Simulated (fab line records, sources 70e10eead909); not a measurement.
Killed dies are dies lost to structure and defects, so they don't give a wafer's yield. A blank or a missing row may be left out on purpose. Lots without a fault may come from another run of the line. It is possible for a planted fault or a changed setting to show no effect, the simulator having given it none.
Comparing a struck lot with a sound one | flow nand_harc | 42 steps out of a route of 1159
Sound: these wafers, L353.4, L353.5, L353.6. Struck: wafer L366.2 (left out: L366.3, L366.4 of the same lot, which were not struck); the cause appears at the end.
For every step that has rows: the tool of each side, followed by ch and its chambers, followed by its first start. Under that, the readings that differ: sound wafers | struck wafers | difference of the means | sigmas: that difference in standard deviations of wafers without a fault.
alike: same words and numbers on both sides, and readings whose means sit less than 2 such deviations apart. not compared: any withheld reading, any reading some wafer has no value for, any bound like >300 that may hide the same value, and any number with overlapping values for which the record gives no deviation.
Wherever a step has rows on one side only, a row that says differs or no value, or a row with sigmas, the two part there. When numbers do not overlap yet have no deviation, they are printed without sigmas and do not part them. A reading that every wafer of one side lacks parts them only if that side has two wafers or more.

NHARC_A_CONTACT_ETCH_119: etches the open film in C4F8/O2/Ar, time 94 s, target depth 922 nm.
  sound on har_cap_etch-01 ch 0,1, day 17 18:24; struck on har_cap_etch-02 ch 1, day 20 15:31
  reading                | sound | struck | difference                   | sigmas
  rf_hours_counter_h (h) | - - - | 30     | no value on the sound wafers |
  alike: oes_air_line_au
NHARC_A_CONTACT_ETCH_120: etches the open film in C4F8/O2/Ar, time 94 s, target depth 922 nm.
  sound on har_cap_etch-01 ch 0,1, day 17 18:29; struck on har_cap_etch-02 ch 1, day 20 15:37
  reading                | sound | struck | difference                   | sigmas
  rf_hours_counter_h (h) | - - - | 30     | no value on the sound wafers |
  alike: oes_air_line_au
then, 4 steps without rows for these wafers: NHARC_A_CONTACT_ETCH_121 (etches the open film in C4F8/O2/Ar, time 94 s, target depth 922 nm); NHARC_A_CONTACT_ETCH_122 (etches the open film in C4F8/O2/Ar, time 95 s, target depth 930 nm); NHARC_A_CONTACT_ETCH_123 (etches the open film in C4F8/O2/Ar, time 253 s, target depth 1090 nm); NHARC_A_CONTACT_ETCH_90 (etches the open film in CH3F/O2, target depth 40 nm, time 85.7 s).
NHARC_A_CONTACT_ETCH_96: etches the open film in C4F6/O2, target depth 20 nm, time 10 s.
  sound: rie_diel-13 ch 0,1,2; struck: rie_diel-01 ch 2
  alike: drypump_motor_current_A, oes_product_au, rf_vpp_V, showerhead_plenum_p_Torr, throttle_valve_pct
  not compared: rf_hours_counter_h
NHARC_A_CONTACT_CD_MEAS_53:
  struck on cd_sem-03, day 20 16:43; sound on cd_sem-01, day 17 19:33
  alike: cd_nm
then, 4 steps without rows for these wafers: NHARC_A_CONTACT_STRIP_99 (strips in N2/H2); NHARC_A_CONTACT_STRIP_100 (strips in CF4/CHF3); NHARC_A_CONTACT_STRIP_101 (strips in O2/COS); NHARC_A_CONTACT_ETCH_102 (etches the open film in CF4/O2, target depth 70 nm, overetch 7 nm, time 38.5 s).
NHARC_A_CONTACT_STRIP_55: strips in O2.
  sound on rie_diel-01 ch 0,2,3, day 17 19:58; struck on rie_diel-01 ch 2, day 20 17:05
  alike: drypump_motor_current_A, oes_product_au, rf_vpp_V, showerhead_plenum_p_Torr, throttle_valve_pct
  not compared: rf_hours_counter_h
then, 13 steps without rows for these wafers: NHARC_A_CONTACT_STRIP_56 (strips in post etch residue remover, time 600 s); NHARC_A_CONTACT_DEP_57 (deposits aC, target thk 2800 nm); NHARC_A_CONTACT_DEP_58 (deposits SiON, target thk 60 nm); NHARC_A_CONTACT_DEHYDRATE_59 (time 120 s); NHARC_A_CONTACT_HMDS_60 (time 30 s); NHARC_A_CONTACT_COAT_61 (time 75 s); NHARC_A_CONTACT_COAT_62 (time 65 s); NHARC_A_CONTACT_COAT_63 (resist thk 90 nm); NHARC_A_CONTACT_SOFTBAKE_64 (time 55 s); NHARC_A_CONTACT_EBR_65; NHARC_A_CONTACT_EXPOSE_66 (exposes mask A CC 2); NHARC_A_CONTACT_PEB_67 (peb time 65 s); NHARC_A_CONTACT_DEVELOP_68 (develop time 35 s).
NHARC_A_CONTACT_CD_MEAS_69: target cd 200 nm.
  sound on cd_sem-01 ch 0, day 17 22:51; struck on cd_sem-02 ch 0, day 20 20:25
  alike: cd_nm
NHARC_A_CONTACT_OVL_MEAS_70:
  struck on overlay-01, day 20 20:31; sound on overlay-02, day 17 22:56
  alike: overlay_x_nm, overlay_y_nm
then, 8 steps without rows for these wafers: NHARC_A_CONTACT_DESCUM_74 (chemistry O2, time 3 s); NHARC_A_CONTACT_ETCH_75 (etches the open film in CF4, target depth 39 nm, time 65 s); NHARC_A_CONTACT_ETCH_76 (etches the open film in N2/H2, target depth 260 nm, time 475.3 s); NHARC_A_CONTACT_ETCH_77 (etches the open film in CF4/CHF3, target depth 72.6 nm, time 36.3 s); NHARC_A_CONTACT_ETCH_78 (etches the open film in O2/COS, target depth 2800 nm, time 728 s); NHARC_A_CONTACT_ETCH_124 (etches the open film in C4F8/O2/Ar, time 140 s, target depth 700 nm); NHARC_A_CONTACT_ETCH_125 (etches the open film in C4F8/O2/Ar, time 155 s, target depth 956 nm); NHARC_A_CONTACT_ETCH_126 (etches the open film in C4F8/O2/Ar, time 155 s, target depth 956 nm).
NHARC_A_CONTACT_ETCH_127: etches the open film in C4F8/O2/Ar, time 155 s, target depth 956 nm.
  sound on har_cap_etch-01 ch 0,1, day 18 00:49; struck on har_cap_etch-02 ch 1, day 20 22:13
  reading                | sound | struck | difference                   | sigmas
  rf_hours_counter_h (h) | - - - | 31     | no value on the sound wafers |
  alike: oes_air_line_au
then, 3 steps without rows for these wafers: NHARC_A_CONTACT_ETCH_128 (etches the open film in C4F8/O2/Ar, time 155 s, target depth 956 nm); NHARC_A_CONTACT_ETCH_129 (etches the open film in C4F8/O2/Ar, time 155 s, target depth 956 nm); NHARC_A_CONTACT_ETCH_130 (etches the open film in C4F8/O2/Ar, time 155 s, target depth 956 nm).
NHARC_A_CONTACT_ETCH_131: etches the open film in C4F8/O2/Ar, time 155 s, target depth 956 nm.
  sound on har_cap_etch-01 ch 0,1, day 18 01:23; struck on har_cap_etch-02 ch 1, day 20 22:47
  reading                | sound | struck | difference                   | sigmas
  rf_hours_counter_h (h) | - - - | 32     | no value on the sound wafers |
  alike: oes_air_line_au
-- record jumps: 3 days between struck wafers' starts before vs after; left off in module A_CONTACT, resumes in module END, first step shown is number 1159 of the route --
NHARC_END_SORT_01:
  sound on prober-01 ch 0, day 20 13:24; struck on prober-01 ch 0, day 23 16:44
  reading         | sound    | struck | difference | sigmas
  killed_at_array | 21 20 17 | 99     | +80        | +9
  killed_dies     | 22 25 22 | 106    | +83        | +9
  alike: killed_at_other, killed_at_periphery, killed_open, killed_short

WHERE THEY PART
Last at NHARC_END_SORT_01 as far as this record goes, first at NHARC_A_CONTACT_ETCH_119.

WHY: the cause the simulator had injected
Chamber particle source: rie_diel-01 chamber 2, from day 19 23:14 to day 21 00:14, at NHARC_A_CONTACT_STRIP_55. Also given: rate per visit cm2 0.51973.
